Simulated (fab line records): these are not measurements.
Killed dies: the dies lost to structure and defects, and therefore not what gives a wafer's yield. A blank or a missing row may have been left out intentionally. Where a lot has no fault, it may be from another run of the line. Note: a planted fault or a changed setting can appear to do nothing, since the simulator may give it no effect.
fab line records	flow n5-finfet
record lots=10	wafers=27	last-day=19
route steps=1938 shown BEOL_M9@1417 PASSIVATION@1936
lots untouched by any fault: they come from a run of this same line in which no faults occurred
start-h: hours from the record's opening day to when the first of the lot's shown wafers began	wait-h: hours from the lot's prior step to this one	" repeats the value in the row above	L1.1+2: a row that stands for several wafers	- no value, or no start was given	* or withheld: withheld	< > ~ a bound
route shown NAME@n: names a module that has steps shown in the file, with the first one's number in the route	usual: mean and standard deviation over wafers with no fault	same: alike in all rows	chamber/n: place in a boat	sites: per-site readings	_std_site: how widely they spread, as a standard deviation	_edge_site: inner sites' mean taken away from outer sites' mean	radius-mm: for every site, how far away it sits from the centre of the wafer	mask NAME#n: copy n	behind: the tool/chamber that last shaped the wafer	hold: the reason the lot was held/the length of the hold in hours/how it ended	device: the n, p or np transistor that did not switch	end of line: the route-end tests of the same wafers	a step without rows: its recipe alone	killed: count of dies lost to structure and defects at first sort (not the wafer's yield)	map: a wafer's dies, x killed, . not, _ none there
set.NAME: the setting as run; set.NAME@STEP: as run at that earlier step	model.NAME: the simulator's own value behind a step, which no gauge read
route steps across a sampled set of lots; one table per step, one row per wafer
services: from which hour (start-h, from the record's first day; less than 0 if before it) a tool's chamber was out of use, for how many hours, and why
## steps
# step N5_BEOL_M9_DESCUM_16
# recipe chemistry=O2	time-s=7.9	source-power-w=50	bias-power-w=20	pressure-mtorr=20	rf-frequency-hz=2.712e+07	temp-c=40	resist=CAR-ArF	o2-flow-sccm=225
# usual bias-power-w=20.00/0.061	chamber-pressure-mTorr=19.996/0.026	drypump-motor-current-A=5.74/0.28	oes-product-au=0.78/0.086	rf-vpp-V=242.8/1.4	showerhead-plenum-p-Torr=2.07/0.062	throttle-valve-pct=20.4/0.33
lot.wafer	tool	chamber	start-h	wait-h	bias-power-w	chamber-pressure-mTorr	drypump-motor-current-A	oes-product-au	rf-hours-counter-h	rf-vpp-V	showerhead-plenum-p-Torr	throttle-valve-pct
L920.2	rie-diel-05	0	220.41	0.5	20.04	20.009	5.79	0.71	198	243.2	2.08	20.5
L920.3	"	1	"	"	20.07	19.993	5.17	0.70	185	240.8	2.00	20.8
L920.5	"	1	"	"	20.01	19.994	5.18	0.69	-	242.6	2.00	20.8
L924.3	rie-diel-01	0	272.57	0.2	19.96	20.004	5.63	0.80	96	241.9	2.04	20.1
L924.6	"	3	"	"	20.03	20.018	5.85	0.87	-	241.9	2.10	19.8
L929.1	rie-diel-06	1	285.03	0.3	19.94	20.008	6.25	0.72	236	241.0	1.96	20.2
L929.2	"	3	"	"	20.03	20.035	5.39	0.82	76	243.9	2.17	20.3
L929.5	"	0	"	"	19.97	19.989	5.92	0.72	-	245.5	2.14	20.4
L927.1	rie-diel-01	1	294.60	0.3	19.84	19.961	6.11	0.82	96	243.2	2.09	20.3
L927.2	"	0	"	"	19.99	19.987	5.65	0.80	103	240.5	2.04	20.1
L927.4	"	2	"	"	19.99	20.003	5.67	0.68	240	243.3	2.14	20.7
L926.1	rie-diel-05	3	295.15	0.0	20.07	19.965	5.76	0.79	118	242.9	2.00	20.0
L926.3	"	0	"	"	19.97	19.970	5.81	0.71	216	243.3	2.07	20.5
L926.4	"	3	"	"	19.98	19.961	5.76	0.80	-	241.2	2.00	20.0
L925.1	rie-diel-06	2	303.78	0.0	19.94	19.988	6.02	0.75	154	240.4	2.03	20.7
L925.2	"	0	"	"	20.00	20.000	5.91	0.72	178	244.7	2.14	20.4
L935.1	rie-diel-06	2	351.98	0.5	20.10	19.994	6.02	0.73	169	240.5	2.02	20.7
L935.3	"	3	"	"	19.98	19.987	5.42	0.79	97	243.6	2.17	20.3
L935.5	"	0	"	"	19.93	20.003	5.91	0.72	-	244.3	2.14	20.4
L938.3	rie-diel-05	3	371.83	0.0	20.08	19.988	5.75	0.77	143	242.0	2.00	20.0
L938.4	"	0	"	"	19.92	19.991	5.82	0.70	240	242.0	2.06	20.6
L938.5	"	2	"	"	19.90	20.024	5.67	0.93	-	242.3	2.07	20.7
L941.1	rie-diel-05	0	375.62	0.0	20.07	20.017	5.80	0.69	241	242.7	2.06	20.6
L941.5	"	0	"	"	19.95	20.006	5.77	0.69	-	242.7	2.06	20.6
L941.6	"	3	"	"	20.01	19.968	5.76	0.77	-	241.6	2.00	20.0
L943.1	rie-diel-05	1	393.21	0.0	20.01	20.034	5.16	0.66	235	241.8	1.98	20.9
L943.4	"	2	"	"	19.89	19.987	5.66	0.91	32	240.4	2.07	20.7
# step N5_BEOL_M9_EXPOSE_25
# recipe mask-id=V8	na=0.33	source-shape=annular	sigma-inner=0.4	sigma-outer=0.8	polarization=unpolarized	dose-mj=37.25
# usual exposure-dose-mJ-cm2=37.19/0.045
lot.wafer	tool	chamber	start-h	wait-h	mask	exposure-dose-mJ-cm2
L920.2	euv-scanner-02	0	223.19	-	V8#0	37.25
L920.3	"	0	"	"	V8#0	37.26
L920.5	"	0	"	"	V8#0	37.24
L924.3	euv-scanner-01	0	274.29	-	V8#0	37.18
L924.6	"	0	"	"	V8#0	37.13
L929.1	euv-scanner-01	0	286.57	-	V8#0	37.17
L929.2	"	0	"	"	V8#0	37.09
L929.5	"	0	"	"	V8#0	37.20
L926.1	euv-scanner-01	0	296.94	-	V8#0	37.18
L926.3	"	0	"	"	V8#0	37.17
L926.4	"	0	"	"	V8#0	37.17
L927.1	euv-scanner-02	0	297.11	-	V8#0	37.22
L927.2	"	0	"	"	V8#0	37.19
L927.4	"	0	"	"	V8#0	37.20
L925.1	euv-scanner-02	0	305.75	-	V8#0	37.21
L925.2	"	0	"	"	V8#0	37.27
L935.1	euv-scanner-01	0	352.75	-	V8#0	37.13
L935.3	"	0	"	"	V8#0	37.17
L935.5	"	0	"	"	V8#0	37.14
L938.3	euv-scanner-01	0	373.19	-	V8#0	37.20
L938.4	"	0	"	"	V8#0	37.17
L938.5	"	0	"	"	V8#0	37.19
L941.1	euv-scanner-02	0	377.36	-	V8#0	37.25
L941.5	"	0	"	"	V8#0	37.29
L941.6	"	0	"	"	V8#0	37.20
L943.1	euv-scanner-02	0	395.50	-	V8#0	37.25
L943.4	"	0	"	"	V8#0	37.26
# step N5_BEOL_M9_OVL_MEAS_29
# recipe points-per-wafer=522
# usual V8_OVL=-0.2/0.62
lot.wafer	tool	chamber	start-h	wait-h	V8_OVL[nm]
L920.2	overlay-02	0	223.34	0.0	-0.7
L920.3	"	0	"	"	0.2
L920.5	"	0	"	"	-0.5
L924.3	overlay-02	0	274.45	0.0	-0.8
L924.6	"	0	"	"	-0.3
L929.1	overlay-02	0	286.73	0.0	-0.2
L929.2	"	0	"	"	0.7
L929.5	"	0	"	"	0.4
L926.1	overlay-01	0	297.10	0.0	-0.7
L926.3	"	0	"	"	-1.3
L926.4	"	0	"	"	-0.8
L927.1	overlay-02	0	297.27	0.0	-0.6
L927.2	"	0	"	"	-0.5
L927.4	"	0	"	"	0.2
L925.1	overlay-01	0	305.91	0.0	-1.8
L925.2	"	0	"	"	-0.7
L935.1	overlay-02	0	352.91	0.0	4.5
L935.3	"	0	"	"	3.7
L935.5	"	0	"	"	4.2
L938.3	overlay-02	0	373.34	0.0	3.6
L938.4	"	0	"	"	3.9
L938.5	"	0	"	"	4.2
L941.1	overlay-02	0	377.52	0.0	0.6
L941.5	"	0	"	"	0.0
L941.6	"	0	"	"	0.8
L943.1	overlay-02	0	395.66	0.0	-0.1
L943.4	"	0	"	"	-0.6
# step N5_BEOL_M9_ETCH_66
# recipe chemistry=N2/H2	target=SOC	target-depth-a=800	overetch-a=160	mask-material=SiARC	temp-c=40	time-s=120	ion-energy-ev=200	pressure-mtorr=30	source-w=840	bias-w=150	n2-flow-sccm=200	h2-flow-sccm=200
# usual chamber-pressure-mTorr=30.000/0.028	drypump-motor-current-A=5.76/0.29	n2-flow-sccm=200.0/0.6	oes-product-au=0.60/0.067	rf-vpp-V=523.4/2.7	showerhead-plenum-p-Torr=2.52/0.095	throttle-valve-pct=17.8/0.31
lot.wafer	tool	chamber	start-h	wait-h	chamber-pressure-mTorr	drypump-motor-current-A	n2-flow-sccm	oes-product-au	rf-hours-counter-h	rf-vpp-V	showerhead-plenum-p-Torr	throttle-valve-pct
L920.2	rie-diel-01	0	223.69	0.0	29.979	5.65	200.3	0.62	80	522.0	2.46	17.3
L920.3	"	2	"	"	29.993	5.65	200.8	0.54	218	526.5	2.63	18.1
L920.5	"	3	"	"	29.992	5.86	200.4	0.70	-	525.0	2.57	17.2
L924.3	rie-diel-01	3	274.97	0.0	30.009	5.85	199.7	0.68	28	526.2	2.56	17.2
L924.6	"	0	"	"	29.969	5.67	199.6	0.62	-	520.5	2.46	17.4
L929.1	rie-diel-05	0	286.90	0.0	29.969	5.75	200.0	0.55	215	522.7	2.50	17.9
L929.2	"	3	"	"	30.026	5.77	200.7	0.61	117	521.0	2.46	17.5
L929.5	"	2	"	"	29.973	5.67	199.0	0.74	-	520.8	2.49	17.7
L926.1	rie-diel-06	1	297.27	0.0	30.020	6.28	200.2	0.54	238	520.6	2.41	17.7
L926.3	"	2	"	"	29.995	6.02	200.3	0.56	152	519.7	2.46	18.2
L926.4	"	3	"	"	29.997	5.40	199.4	0.62	78	526.9	2.68	17.9
L927.1	rie-diel-06	0	297.70	0.0	29.974	5.91	200.3	0.56	176	525.1	2.63	17.9
L927.2	"	3	"	"	29.980	5.42	200.8	0.61	78	527.3	2.68	17.8
L927.4	"	2	"	"	29.980	6.04	200.3	0.56	152	522.7	2.46	18.2
L925.1	rie-diel-01	3	306.08	0.0	29.982	5.85	199.8	0.67	38	526.8	2.56	17.2
L925.2	"	1	"	"	30.016	6.13	200.1	0.61	99	523.3	2.58	18.0
L935.1	rie-diel-05	2	353.19	0.0	30.034	5.65	199.1	0.71	20	521.3	2.49	17.7
L935.3	"	3	"	"	29.982	5.76	199.9	0.60	137	520.8	2.45	17.6
L935.5	"	1	"	"	29.952	5.19	199.9	0.53	-	520.8	2.39	18.0
L938.3	rie-diel-05	1	373.50	0.0	30.005	5.18	200.3	0.53	229	520.7	2.39	18.0
L938.4	"	0	"	"	29.996	5.79	200.6	0.54	241	522.9	2.49	17.9
L938.5	"	2	"	"	30.061	5.66	200.8	0.69	-	521.8	2.49	17.8
L941.1	rie-diel-05	1	377.69	0.0	29.969	5.22	199.7	0.53	230	520.6	2.39	18.0
L941.5	"	0	"	"	30.062	5.78	200.8	0.54	-	522.9	2.49	17.9
L941.6	"	1	"	"	29.980	5.20	199.9	0.53	-	518.8	2.39	18.0
L943.1	rie-diel-06	1	395.95	0.0	30.008	6.27	200.9	0.72	12	528.9	2.72	17.3
L943.4	"	0	"	"	29.984	5.92	201.8	0.54	210	525.6	2.61	18.0
# step N5_BEOL_M9_STRIP_36
# recipe chemistry=N2/H2	power-w=450	temp-c=40	pressure-mtorr=20	rf-frequency-hz=6e+07	overash-fraction=0.3	bias-power-w=7	h2-frac=0.5	n2-flow-sccm=200	h2-flow-sccm=200
# usual bias-power-w=7.002/0.021	chamber-pressure-mTorr=20.002/0.029	drypump-motor-current-A=5.76/0.29	n2-flow-sccm=200.0/0.56	oes-product-au=0.79/0.094	rf-vpp-V=59.2/1.6	showerhead-plenum-p-Torr=2.52/0.095	throttle-valve-pct=23.6/0.38
lot.wafer	tool	chamber	start-h	wait-h	bias-power-w	chamber-pressure-mTorr	drypump-motor-current-A	n2-flow-sccm	oes-product-au	rf-hours-counter-h	rf-vpp-V	showerhead-plenum-p-Torr	throttle-valve-pct
L920.2	rie-diel-01	0	223.85	0.0	7.001	20.018	5.66	199.9	0.80	80	56.8	2.46	23.1
L920.3	"	2	"	"	7.028	20.024	5.65	199.1	0.69	218	57.6	2.63	24.0
L920.5	"	3	"	"	6.996	20.028	5.86	200.0	0.93	-	58.8	2.56	22.9
L924.3	rie-diel-01	3	275.13	0.0	6.974	20.077	5.87	200.8	0.86	28	60.3	2.56	22.9
L924.6	"	0	"	"	7.035	19.989	5.67	201.0	0.78	-	60.1	2.45	23.0
L929.1	rie-diel-05	0	287.06	0.0	7.034	20.002	5.79	200.2	0.72	215	59.6	2.50	23.4
L929.2	"	3	"	"	6.988	20.018	5.78	200.5	0.81	117	58.3	2.46	23.4
L929.5	"	2	"	"	6.999	19.987	5.66	201.0	0.99	-	58.8	2.49	23.5
L926.1	rie-diel-06	1	297.43	0.0	6.994	20.030	6.25	200.4	0.71	238	60.6	2.41	23.5
L926.3	"	2	"	"	7.025	20.019	6.02	200.4	0.74	152	60.5	2.46	24.3
L926.4	"	3	"	"	7.018	20.061	5.42	199.7	0.80	78	59.7	2.68	23.6
L927.1	rie-diel-06	0	297.86	0.0	7.026	20.014	5.94	200.2	0.71	176	59.9	2.62	23.9
L927.2	"	3	"	"	7.011	20.018	5.43	199.9	0.80	78	58.1	2.68	23.6
L927.4	"	2	"	"	7.001	19.972	6.02	200.5	0.75	152	61.8	2.46	24.2
L925.1	rie-diel-01	3	306.24	0.0	7.023	20.021	5.89	200.1	0.87	38	58.1	2.55	23.0
L925.2	"	1	"	"	7.027	20.000	6.15	199.4	0.81	99	61.1	2.57	23.9
L935.1	rie-diel-05	2	353.36	0.0	7.027	19.968	5.62	199.4	0.94	20	59.7	2.48	23.5
L935.3	"	3	"	"	7.023	19.965	5.79	200.0	0.77	137	59.4	2.45	23.4
L935.5	"	1	"	"	7.004	20.013	5.24	200.9	0.68	-	59.5	2.38	23.6
L938.3	rie-diel-05	1	373.67	0.0	7.005	20.023	5.19	199.8	0.67	229	57.6	2.38	23.6
L938.4	"	0	"	"	7.034	20.028	5.80	200.3	0.68	241	56.6	2.49	23.5
L938.5	"	2	"	"	7.009	20.003	5.70	200.4	0.92	-	56.7	2.48	23.5
L941.1	rie-diel-05	1	377.85	0.0	7.018	20.032	5.19	200.5	0.67	230	59.0	2.38	23.6
L941.5	"	0	"	"	6.978	19.968	5.79	200.6	0.70	-	59.0	2.49	23.5
L941.6	"	1	"	"	6.985	20.025	5.15	199.8	0.68	-	58.6	2.38	23.6
L943.1	rie-diel-06	1	396.11	0.0	6.987	20.043	6.28	199.8	0.95	12	60.8	2.72	23.0
L943.4	"	0	"	"	7.000	20.008	5.87	201.1	0.69	211	60.4	2.61	24.0
# step N5_PASSIVATION_PROBE_49
# usual defect-limited-yield=91.2/1.4	killed_at_M0_to_M3=34/9.3	killed_at_M4_up=14/5.9	killed-at-contacts=14/5.7	killed-at-front-end=38/10	killed-at-other=4/3.2	killed-dies=104/17	killed-open=67/13	killed-short=33/6.9	sort_bin_5_function=5.2/1	sort_bin_6_memory=3.3/0.61	sort_bin_8_speed=0.3/1.8	sort-n-pass=1069/52
# same gross-dies=1180	killed-at-back-side=0	sort_bin_4_leakage[%]=0
lot.wafer	tool	chamber	start-h	wait-h	defect-limited-yield[%]	killed_at_M0_to_M3	killed_at_M4_up	killed-at-contacts	killed-at-front-end	killed-at-other	killed-dies	killed-open	killed-short	sort_bin_5_function[%]	sort_bin_6_memory[%]	sort_bin_8_speed[%]	sort-n-pass
L920.2	prober-01	-	286.18	0.1	92.6	19	18	13	31	6	87	52	32	4.2	2.8	0	1093
L920.3	prober-01	-	286.23	0.1	93.4	28	9	7	34	0	78	46	30	3.7	2.6	0	1102
L920.5	prober-01	-	286.33	0.2	91.6	33	19	8	34	5	99	63	35	5.0	2.8	0	1081
L924.3	prober-01	-	332.25	0.1	92.5	27	14	15	31	2	89	55	32	4.4	2.9	0	1091
L924.6	prober-01	-	332.40	0.3	94.2	22	4	11	30	2	69	48	19	3.0	2.5	0	1107
L926.1	prober-02	-	354.79	0.0	92.5	20	10	13	44	1	88	59	26	4.1	2.8	0	1092
L926.3	prober-02	-	354.89	0.1	89.4	38	18	15	51	3	125	74	45	5.9	4.2	0	1055
L926.4	prober-02	-	354.94	0.2	91.6	35	9	13	35	7	99	64	28	5.0	3.2	0	1081
L935.1	prober-02	-	416.73	0.0	87.5	49	17	11	36	34	147	79	32	8.1	3.9	0	1033
L935.3	prober-02	-	416.83	0.1	88.6	51	10	18	22	34	135	67	39	7.1	4.1	0	1045
L935.5	prober-02	-	416.93	0.2	89.6	50	18	6	46	3	123	77	40	4.9	4.6	0	1057
L938.3	prober-01	-	431.67	0.1	90.6	42	19	22	25	3	111	63	29	5.8	3.3	0	1069
L938.4	prober-01	-	431.72	0.2	89.5	37	16	7	25	39	124	56	33	7.5	2.8	0	1056
L938.5	prober-01	-	431.77	0.2	90.3	33	17	6	30	29	115	64	22	6.3	3.3	0	1065
L943.1	prober-01	-	461.54	0.7	89.5	45	15	9	47	8	124	65	44	6.3	3.6	0	1056
L943.4	prober-01	-	461.69	0.8	91.2	33	13	7	41	10	104	63	35	5.8	2.9	0	1076
# killed by level:class
L920.2 MOL_CONTACT_COAG:geometric-particle:open=9 BEOL_M4:geometric-particle:open=9 DUMMY_GATE:geometric-particle:open=7 FIN_SAQP:geometric-particle:open=6 FIN_SAQP:geometric-particle:short=6 BEOL_M3:geometric-particle:open=4 MOL_CONTACT_COAG:geometric-particle:short=4 BEOL_M1:geometric-particle:open=4
L920.3 FIN_SAQP:geometric-particle:open=10 FIN_SAQP:geometric-particle:short=10 BEOL_M0_SAQP:geometric-particle:open=7 MOL_CONTACT_COAG:geometric-particle:open=5 BEOL_M1:geometric-particle:short=5 BEOL_M1:geometric-particle:open=4 BEOL_M0_SAQP:geometric-particle:short=4 BEOL_M3:geometric-particle:open=4
L920.5 FIN_SAQP:geometric-particle:short=9 FIN_SAQP:geometric-particle:open=7 BEOL_M1:geometric-particle:open=7 MOL_CONTACT_COAG:geometric-particle:open=6 DUMMY_GATE:geometric-particle:open=5 BEOL_M0:geometric-particle:open=5 BEOL_M3:geometric-particle:short=5 BEOL_M3:geometric-particle:open=5
L924.3 MOL_CONTACT_COAG:geometric-particle:open=11 BEOL_M4:geometric-particle:open=7 FIN_SAQP:geometric-particle:short=6 DUMMY_GATE:geometric-particle:open=5 BEOL_M3:geometric-particle:open=5 BEOL_M0_SAQP:geometric-particle:open=5 GATE_CUT:geometric-particle:short=4 BEOL_M0_SAQP:geometric-particle:short=4
L924.6 MOL_CONTACT_COAG:geometric-particle:open=11 BEOL_M3:geometric-particle:open=8 GATE_CUT:geometric-particle:short=6 ILD0:geometric-particle:open=4 BEOL_M0_SAQP:geometric-particle:short=4 BEOL_M0_SAQP:geometric-particle:open=4 STARTING-WAFER:geometric-particle:open=4 STI_FIN_REVEAL:geometric-particle:open=3
L926.1 FIN_SAQP:geometric-particle:short=12 FIN_SAQP:geometric-particle:open=8 STI_FIN_REVEAL:geometric-particle:open=8 MOL_CONTACT_COAG:geometric-particle:open=7 DUMMY_GATE:geometric-particle:open=6 MOL_CONTACT_COAG:geometric-particle:short=6 BEOL_M1:geometric-particle:open=5 BEOL_M4:geometric-particle:open=5
L926.3 FIN_SAQP:geometric-particle:short=19 FIN_SAQP:geometric-particle:open=12 MOL_CONTACT_COAG:geometric-particle:open=12 BEOL_M1:geometric-particle:open=11 STI_FIN_REVEAL:geometric-particle:open=8 BEOL_M0_SAQP:geometric-particle:short=6 DUMMY_GATE:geometric-particle:open=5 BEOL_M2:geometric-particle:open=4
L926.4 MOL_CONTACT_COAG:geometric-particle:open=12 STI_FIN_REVEAL:geometric-particle:open=9 FIN_SAQP:geometric-particle:open=7 BEOL_M1:geometric-particle:open=7 FIN_SAQP:geometric-particle:short=6 BEOL_M3:geometric-particle:short=5 BEOL_M3:geometric-particle:open=4 BEOL_M0_SAQP:geometric-particle:open=3
L935.1 PASSIVATION:area-etch=34 STI_FIN_REVEAL:geometric-particle:open=13 BEOL_M3:geometric-particle:open=12 BEOL_M0_SAQP:geometric-particle:open=10 MOL_CONTACT_COAG:geometric-particle:open=8 BEOL_M5:geometric-particle:open=7 FIN_SAQP:geometric-particle:short=6 BEOL_M0_SAQP:geometric-particle:short=6
L935.3 PASSIVATION:area-etch=23 MOL_CONTACT_COAG:geometric-particle:open=17 BEOL_M1:geometric-particle:open=17 BEOL_M0_SAQP:geometric-particle:short=9 BEOL_M2:geometric-particle:open=7 BEOL_M1:geometric-particle:short=6 BEOL_M4:geometric-particle:open=5 GATE_CUT:geometric-particle:short=4
L935.5 FIN_SAQP:geometric-particle:open=10 BEOL_M3:geometric-particle:open=10 STI_FIN_REVEAL:geometric-particle:open=9 BEOL_M0_SAQP:geometric-particle:short=9 BEOL_M0_SAQP:geometric-particle:open=8 BEOL_M2:geometric-particle:open=8 FIN_SAQP:geometric-particle:short=7 GATE_CUT:geometric-particle:short=7
L938.3 MOL_CONTACT_COAG:area-etch=18 BEOL_M1:geometric-particle:open=9 BEOL_M4:geometric-particle:open=9 BEOL_M2:geometric-particle:open=8 BEOL_M0_SAQP:geometric-particle:short=8 BEOL_M0_SAQP:geometric-particle:open=8 DUMMY_GATE:geometric-particle:open=5 BEOL_M7:geometric-particle:open=5
L938.4 PASSIVATION:area-etch=32 BEOL_M1:geometric-particle:open=9 BEOL_M0_SAQP:geometric-particle:short=7 BEOL_M4:geometric-particle:open=7 MOL_CONTACT_COAG:geometric-particle:open=5 BEOL_M0_SAQP:geometric-particle:open=5 STARTING-WAFER:geometric-particle:open=5 FIN_SAQP:geometric-particle:open=4
L938.5 PASSIVATION:area-etch=22 STI_FIN_REVEAL:geometric-particle:open=9 BEOL_M4:geometric-particle:open=8 BEOL_M2:geometric-particle:open=7 FIN_SAQP:geometric-particle:open=6 BEOL_M0:geometric-particle:open=6 MOL_CONTACT_COAG:geometric-particle:open=5 BEOL_M1:geometric-particle:open=4
L943.1 BEOL_M3:geometric-particle:open=13 FIN_SAQP:geometric-particle:short=11 BEOL_M0_SAQP:geometric-particle:short=8 FIN_CUT:area-etch=8 BEOL_M1:geometric-particle:open=7 MOL_CONTACT_COAG:geometric-particle:open=6 BEOL_M4:geometric-particle:open=6 ILD0:geometric-particle:short=5
L943.4 FIN_SAQP:geometric-particle:short=12 FIN_SAQP:geometric-particle:open=11 BEOL_M2:geometric-particle:open=8 BEOL_M3:geometric-particle:open=6 BEOL_M0_SAQP:geometric-particle:short=4 MOL_CONTACT_COAG:geometric-particle:open=4 BEOL_M1:geometric-particle:open=4 STARTING-WAFER:geometric-particle:short=4
## services
tool	chamber	start-h	hours	kind
euv-scanner-02	-	210.43	1.0	pm
euv-scanner-01	-	215.95	1.4	repair
rie-diel-01	1	226.27	14.9	repair
rie-diel-01	3	231.16	2.1	repair
euv-scanner-01	-	232.71	1.1	repair
rie-diel-01	1	243.55	4.0	repair
euv-scanner-01	-	244.47	1.0	pm
rie-diel-05	2	245.07	-	clean
euv-scanner-02	-	250.68	1.5	repair
euv-scanner-02	-	264.58	4.6	pm
euv-scanner-01	-	276.18	0.6	repair
rie-diel-05	2	283.64	2.9	repair
euv-scanner-02	-	284.74	4.4	repair
rie-diel-05	2	290.80	7.5	repair
euv-scanner-01	-	300.62	1.0	pm
euv-scanner-02	-	322.73	1.0	pm
euv-scanner-02	-	339.38	6.2	repair
rie-diel-05	2	344.91	8.1	repair
rie-diel-01	1	352.91	9.1	repair
euv-scanner-01	-	356.77	1.0	pm
euv-scanner-01	-	358.57	4.6	pm
rie-diel-01	0	360.33	9.2	repair
euv-scanner-02	-	373.01	0.7	repair
euv-scanner-02	-	378.88	1.0	pm
## key
first-sign step=N5_BEOL_M9_OVL_MEAS_29	reading=V8_OVL	direction=up	sigmas=6.8	usual=-0.2	struck=4.0
effect none on later readings
met-at N5_BEOL_M9_EXPOSE_25
struck-lots L935,L938
baseline-loss step=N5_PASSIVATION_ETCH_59	wafers=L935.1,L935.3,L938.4
baseline-loss step=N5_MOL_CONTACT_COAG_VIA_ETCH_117	wafers=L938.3
baseline-loss step=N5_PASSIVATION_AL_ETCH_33	wafers=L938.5
not-acting-at N5_BEOL_M9_DESCUM_16,N5_BEOL_M9_ETCH_66,N5_BEOL_M9_STRIP_36
onset-between 296.94 352.75
fault kind=scanner-matching-overlay	tool=euv-scanner-01	chamber=-	onset-h=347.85	steps=N5_BEOL_M9_EXPOSE_25	offset=4.0685
# baseline-loss: these wafers lose ten dies or more at that step, a loss of the line's own and not of a fault; the sort's usual values leave them out
